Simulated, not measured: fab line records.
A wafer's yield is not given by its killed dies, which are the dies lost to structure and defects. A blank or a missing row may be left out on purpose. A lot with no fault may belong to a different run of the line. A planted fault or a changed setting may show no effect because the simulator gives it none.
Lot-split experiment / flow n5Finfet / 7 lots, 39 wafers read, on a route of 1938 steps

== ON THE SPLIT ==
At N5_BEOL_M7_ILD_DEP_00 (deposits SiCOH lowk from DEMS/porogen, target thk 179.75 nm, time 33.4 s), the setting timeS was moved away from the recipe's 33.4 s on 18 of the 39 wafers read, by -56.3% to +58.4%. The other wafers ran this setting at the recipe's value.

== BETWEEN THE SPLIT AND THE READING: the file shows 1 step in between ==
- N5_BEOL_M7_CURE_74: cures SiCOH lowk, time 240 s

== THE READING ==
At N5_BEOL_M7_THK_MEAS_01: M7_ILD_THK, given in nm. On this fab line, fault-free wafers typically give 154.4 nm with a standard deviation of 2.4 nm.

wafer=L076.2; tool, chamber at the split=pecvd-04, 0; timeS as run, s=33.4; against the recipe=recipe; M7_ILD_THK, nm=156.8; against lot-mates on the recipe=-
wafer=L076.5; tool, chamber at the split=pecvd-04, 2; timeS as run, s=33.4; against the recipe=recipe; M7_ILD_THK, nm=158.2; against lot-mates on the recipe=-
wafer=L076.6; tool, chamber at the split=pecvd-04, 0; timeS as run, s=33.4; against the recipe=recipe; M7_ILD_THK, nm=157.7; against lot-mates on the recipe=-
wafer=L080.1; tool, chamber at the split=pecvd-04, 1; timeS as run, s=16.84; against the recipe=-49.6%; M7_ILD_THK, nm=80.9; against lot-mates on the recipe=-75.8
wafer=L080.2; tool, chamber at the split=pecvd-04, 0,2; timeS as run, s=33.4; against the recipe=recipe; M7_ILD_THK, nm=155.9; against lot-mates on the recipe=-
wafer=L080.3; tool, chamber at the split=pecvd-04, 0,2; timeS as run, s=33.4; against the recipe=recipe; M7_ILD_THK, nm=155.8; against lot-mates on the recipe=-
wafer=L080.4; tool, chamber at the split=pecvd-04, 1; timeS as run, s=16.84; against the recipe=-49.6%; M7_ILD_THK, nm=80.6; against lot-mates on the recipe=-76.1
wafer=L080.5; tool, chamber at the split=pecvd-04, 0; timeS as run, s=33.4; against the recipe=recipe; M7_ILD_THK, nm=158.5; against lot-mates on the recipe=-
wafer=L080.6; tool, chamber at the split=pecvd-04, 2; timeS as run, s=16.84; against the recipe=-49.6%; M7_ILD_THK, nm=82.6; against lot-mates on the recipe=-74.1
wafer=L083.1; tool, chamber at the split=pecvd-01, 2; timeS as run, s=33.4; against the recipe=recipe; M7_ILD_THK, nm=150.8; against lot-mates on the recipe=-
wafer=L083.2; tool, chamber at the split=pecvd-01, 0; timeS as run, s=33.4; against the recipe=recipe; M7_ILD_THK, nm=151.6; against lot-mates on the recipe=-
wafer=L083.3; tool, chamber at the split=pecvd-01, 2; timeS as run, s=39.13; against the recipe=+17.2%; M7_ILD_THK, nm=180.1; against lot-mates on the recipe=+27.9
wafer=L083.4; tool, chamber at the split=pecvd-01, 0; timeS as run, s=39.13; against the recipe=+17.2%; M7_ILD_THK, nm=181.7; against lot-mates on the recipe=+29.5
wafer=L083.5; tool, chamber at the split=pecvd-01, 0; timeS as run, s=33.4; against the recipe=recipe; M7_ILD_THK, nm=154.3; against lot-mates on the recipe=-
wafer=L083.6; tool, chamber at the split=pecvd-01, 2; timeS as run, s=39.13; against the recipe=+17.2%; M7_ILD_THK, nm=181.6; against lot-mates on the recipe=+29.4
wafer=L084.1; tool, chamber at the split=pecvd-01, 2; timeS as run, s=33.4; against the recipe=recipe; M7_ILD_THK, nm=150.7; against lot-mates on the recipe=-
wafer=L084.2; tool, chamber at the split=pecvd-01, 0; timeS as run, s=33.4; against the recipe=recipe; M7_ILD_THK, nm=152.7; against lot-mates on the recipe=-
wafer=L084.3; tool, chamber at the split=pecvd-01, 0; timeS as run, s=33.4; against the recipe=recipe; M7_ILD_THK, nm=154.4; against lot-mates on the recipe=-
wafer=L084.4; tool, chamber at the split=pecvd-01, 2; timeS as run, s=41.68; against the recipe=+24.8%; M7_ILD_THK, nm=190.5; against lot-mates on the recipe=+37.9
wafer=L084.5; tool, chamber at the split=pecvd-01, 0; timeS as run, s=41.68; against the recipe=+24.8%; M7_ILD_THK, nm=192.1; against lot-mates on the recipe=+39.5
wafer=L084.6; tool, chamber at the split=pecvd-01, 2; timeS as run, s=41.68; against the recipe=+24.8%; M7_ILD_THK, nm=192.1; against lot-mates on the recipe=+39.5
wafer=L085.1; tool, chamber at the split=pecvd-02, 2; timeS as run, s=45.12; against the recipe=+35.1%; M7_ILD_THK, nm=204.2; against lot-mates on the recipe=+48.1
wafer=L085.2; tool, chamber at the split=pecvd-02, 0; timeS as run, s=45.12; against the recipe=+35.1%; M7_ILD_THK, nm=205.9; against lot-mates on the recipe=+49.8
wafer=L085.3; tool, chamber at the split=pecvd-02, 1; timeS as run, s=45.12; against the recipe=+35.1%; M7_ILD_THK, nm=204.6; against lot-mates on the recipe=+48.5
wafer=L085.4; tool, chamber at the split=pecvd-02, 0,1; timeS as run, s=33.4; against the recipe=recipe; M7_ILD_THK, nm=155.9; against lot-mates on the recipe=-
wafer=L085.5; tool, chamber at the split=pecvd-02, 2; timeS as run, s=33.4; against the recipe=recipe; M7_ILD_THK, nm=156.6; against lot-mates on the recipe=-
wafer=L085.6; tool, chamber at the split=pecvd-02, 0,1; timeS as run, s=33.4; against the recipe=recipe; M7_ILD_THK, nm=155.8; against lot-mates on the recipe=-
wafer=L088.1; tool, chamber at the split=pecvd-04, 0; timeS as run, s=52.89; against the recipe=+58.4%; M7_ILD_THK, nm=244.3; against lot-mates on the recipe=+88.7
wafer=L088.2; tool, chamber at the split=pecvd-04, 2; timeS as run, s=52.89; against the recipe=+58.4%; M7_ILD_THK, nm=244.3; against lot-mates on the recipe=+88.7
wafer=L088.3; tool, chamber at the split=pecvd-04, 1; timeS as run, s=33.4; against the recipe=recipe; M7_ILD_THK, nm=152.8; against lot-mates on the recipe=-
wafer=L088.4; tool, chamber at the split=pecvd-04, 1; timeS as run, s=33.4; against the recipe=recipe; M7_ILD_THK, nm=155.5; against lot-mates on the recipe=-
wafer=L088.5; tool, chamber at the split=pecvd-04, 0; timeS as run, s=33.4; against the recipe=recipe; M7_ILD_THK, nm=158.5; against lot-mates on the recipe=-
wafer=L088.6; tool, chamber at the split=pecvd-04, 2; timeS as run, s=52.89; against the recipe=+58.4%; M7_ILD_THK, nm=247.6; against lot-mates on the recipe=+92.0
wafer=L089.1; tool, chamber at the split=pecvd-02, 1; timeS as run, s=14.6; against the recipe=-56.3%; M7_ILD_THK, nm=68.9; against lot-mates on the recipe=-84.1
wafer=L089.2; tool, chamber at the split=pecvd-02, 0; timeS as run, s=14.6; against the recipe=-56.3%; M7_ILD_THK, nm=68.5; against lot-mates on the recipe=-84.5
wafer=L089.3; tool, chamber at the split=pecvd-02, 2; timeS as run, s=33.4; against the recipe=recipe; M7_ILD_THK, nm=151.1; against lot-mates on the recipe=-
wafer=L089.4; tool, chamber at the split=pecvd-02, 0; timeS as run, s=33.4; against the recipe=recipe; M7_ILD_THK, nm=155.3; against lot-mates on the recipe=-
wafer=L089.5; tool, chamber at the split=pecvd-02, 1; timeS as run, s=14.6; against the recipe=-56.3%; M7_ILD_THK, nm=69.5; against lot-mates on the recipe=-83.5
wafer=L089.6; tool, chamber at the split=pecvd-02, 2; timeS as run, s=33.4; against the recipe=recipe; M7_ILD_THK, nm=152.7; against lot-mates on the recipe=-
When a row names more than one chamber, that row covers several wafers, and the file does not tell which wafer ran in which chamber.

THE FIT
A straight line over all 39 wafers: M7_ILD_THK changes by +1.51 nm for each +1% of timeS; r = +1.00; the points scatter about the line by 2.3 nm.
The same after taking each lot's own level away (the mean of its wafers on the recipe; 39 wafers): +1.51 nm for each +1%; r = +1.00; scatter 2.1 nm.
According to that fit, moving timeS by its largest amount changes the reading by 88 nm.
From 152.23 to 157.57 nm: that is the span of the lots' own levels, equal to 2.2 times the standard deviation above.
The two slopes are in agreement: the lot-to-lot level therefore moves the slope only a little.
Check: with one of the wafers moved furthest among these (+58.4%) left out of the fit, the line predicts +88.3 nm for it against its lot-mates. It came out at +88.7 nm against them.

== OTHER SPLITS ON THESE WAFERS ==
These wafers also went through other splits before the reading. Each is held against what the fit with the lots' levels taken away leaves over:
other split on the same wafers=N5_BEOL_M0_SAQP_SPACER2_ALD_26 targetThkA; wafers away from the commonest value=12; r with M7_ILD_THK (lot level and that fit taken away)=+0.18
other split on the same wafers=N5_BEOL_M2_HM_DEP_02 targetThkA; wafers away from the commonest value=9; r with M7_ILD_THK (lot level and that fit taken away)=+0.00
other split on the same wafers=N5_BEOL_M4_DEP_57 targetThkA; wafers away from the commonest value=9; r with M7_ILD_THK (lot level and that fit taken away)=+0.01

== THE WHOLE CHAIN: every reading that the file lists as answering this split, in the file's order ==
step=N5_BEOL_M7_ILD_DEP_00; what it does=deposits SiCOH lowk from DEMS/porogen, target thk 179.75 nm, time 33.4 s; reading=SiCOH_lowk_of_BEOL_M7_ILD_DEP_00.thkNm (the simulator's own value, which no gauge read); change (the file's fit)=+1.74 nm for each +1% of the setting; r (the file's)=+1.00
step=N5_BEOL_M7_CURE_74; what it does=cures SiCOH lowk, time 240 s; reading=SiCOH_lowk_of_BEOL_M7_ILD_DEP_00.thkNm (the simulator's own value, which no gauge read); change (the file's fit)=+1.51 nm for each +1% of the setting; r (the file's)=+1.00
step=N5_BEOL_M7_THK_MEAS_01; what it does=; reading=M7_ILD_THK; change (the file's fit)=+1.51 for each +1% of the setting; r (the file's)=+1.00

== THE FILE'S OWN FIT ==
M7_ILD_THK changes by +1.51 nm for each +1% of timeS, r = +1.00.
